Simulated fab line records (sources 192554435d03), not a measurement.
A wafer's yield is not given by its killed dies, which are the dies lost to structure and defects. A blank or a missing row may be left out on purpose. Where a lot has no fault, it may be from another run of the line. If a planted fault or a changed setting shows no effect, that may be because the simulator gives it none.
Matching of chambers    flow n5Finfet    N5_BEOL_M0_SAQP_ETCH_84 on rieDiel-05: 4 sister chambers
The step etches SOC in N2/H2, target depth 100 nm, overetch 20 nm, time 150 s. 14 wafers are shown with their chamber, then 7 later ones without.

## EACH WAFER AND ITS CHAMBER
wafer   chamber  showerheadPlenumPTorr (Torr)  throttleValvePct (%)  drypumpMotorCurrentA (A)
L075.2  1        2.65                          17.98                 6.1
L075.3  3        2.43                          18.05                 5.3
L075.5  2        2.41                          18.30                 6.4
L077.1  3        2.43                          18.07                 5.2
L077.2  2        2.41                          18.30                 6.3
L077.6  3        2.43                          18.06                 5.3
L079.1  3        2.43                          18.07                 5.2
L079.2  1        2.65                          18.01                 6.1
L079.5  3        2.43                          18.07                 5.2
L081.3  1        2.64                          18.01                 6.1
L081.5  3        2.43                          18.09                 5.3
L081.6  1        2.64                          18.01                 6.1
L086.1  2        2.40                          18.31                 6.3
L086.2  0        2.48                          17.53                 5.9

SIGNATURES (averages over the wafers above)
reading                chamber 0  chamber 1  chamber 2  chamber 3  scatter within a chamber
showerheadPlenumPTorr  2.4800     2.6450     2.4067     2.4300     0.00408
throttleValvePct       17.5300    18.0025    18.3033    18.0683    0.0127
drypumpMotorCurrentA   5.900      6.100      6.333      5.250      0.0465
Rule: for each reading, subtract the chamber's mean from the wafer's reading, divide by that reading's scatter and square the result; add these up over the readings and take the root, which gives the wafer's distance from the chamber. The wafer belongs to the nearest chamber; if the next one is less than 2 further off, it can't be placed. The scatter: take each reading less its chamber's mean, square it, sum over the shown wafers, divide by the number of wafers less the number of chambers, and take the root.

## WAFERS WITH NO CHAMBER GIVEN
wafer   showerheadPlenumPTorr (Torr)  throttleValvePct (%)  drypumpMotorCurrentA (A)
L086.5  2.43                          18.11                 5.3
L091.1  2.42                          18.10                 5.2
L091.2  2.40                          18.33                 6.4
L091.3  2.48                          17.54                 5.9
L097.2  2.42                          18.13                 5.2
L097.3  2.63                          18.06                 6.1
L097.4  2.63                          18.04                 6.1

## WHICH CHAMBER EACH WENT THROUGH
wafer   from the rows above  in truth
L086.5  3                    3
L091.1  3                    3
L091.2  2                    2
L091.3  0                    0
L097.2  3                    3
L097.3  1                    1
L097.4  1                    1
Correctly placed: 7 of 7. Number that these rows cannot place: 0. Wrongly placed: 0.
